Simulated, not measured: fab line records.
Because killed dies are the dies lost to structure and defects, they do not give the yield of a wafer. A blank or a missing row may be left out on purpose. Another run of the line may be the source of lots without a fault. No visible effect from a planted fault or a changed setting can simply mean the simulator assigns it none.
Matching of chambers :: flow n5Finfet :: N5_BEOL_M3_ETCH_64 on rieDiel-01 has 4 sister chambers
The step etches SOC in N2/H2, target depth 75 nm, overetch 15 nm, time 112.5 s. 4 wafers are shown with their chamber, then 8 later ones without.

## WAFERS, EACH WITH ITS CHAMBER
wafer: L079.4
chamber: 1
showerheadPlenumPTorr (Torr): 2.70

wafer: L083.1
chamber: 2
showerheadPlenumPTorr (Torr): 2.64

wafer: L088.5
chamber: 0
showerheadPlenumPTorr (Torr): 2.61

wafer: L092.1
chamber: 3
showerheadPlenumPTorr (Torr): 2.60

## WAFERS WHOSE CHAMBER IS MISSING
wafer: L092.4
showerheadPlenumPTorr (Torr): 2.61

wafer: L092.6
showerheadPlenumPTorr (Torr): 2.69

wafer: L095.1
showerheadPlenumPTorr (Torr): 2.61

wafer: L095.3
showerheadPlenumPTorr (Torr): 2.60

wafer: L095.4
showerheadPlenumPTorr (Torr): 2.63

wafer: L097.1
showerheadPlenumPTorr (Torr): 2.60

wafer: L097.4
showerheadPlenumPTorr (Torr): 2.60

wafer: L097.5
showerheadPlenumPTorr (Torr): 2.60

## CHAMBER TAKEN BY EACH
wafer: L092.4
from the rows above: can't be placed: 0 or 3
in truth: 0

wafer: L092.6
from the rows above: 1
in truth: 1

wafer: L095.1
from the rows above: can't be placed: 0 or 3
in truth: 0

wafer: L095.3
from the rows above: can't be placed: 3 or 0
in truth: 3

wafer: L095.4
from the rows above: can't be placed: 2 or 0
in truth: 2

wafer: L097.1
from the rows above: can't be placed: 3 or 0
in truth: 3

wafer: L097.4
from the rows above: can't be placed: 3 or 0
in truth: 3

wafer: L097.5
from the rows above: can't be placed: 3 or 0
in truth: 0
1 of 8 placed correctly. From these rows, 7 cannot be placed; in 7 the true chamber is one of the candidates. Placed wrongly: 0.
How it was worked out, from the rows above alone: a wafer's distance from a chamber is the root of the sum, over the readings, of the square of ((its reading less the chamber's mean) divided by the reading's scatter). If the next closest chamber is less than 2 further off than the closest, the wafer can't be placed; otherwise it belongs to the closest. Each chamber's mean is taken over the wafers shown for it. The scatter: with one shown wafer a chamber, the root of the mean of the squares of how far each hidden wafer lies from its nearest shown one.
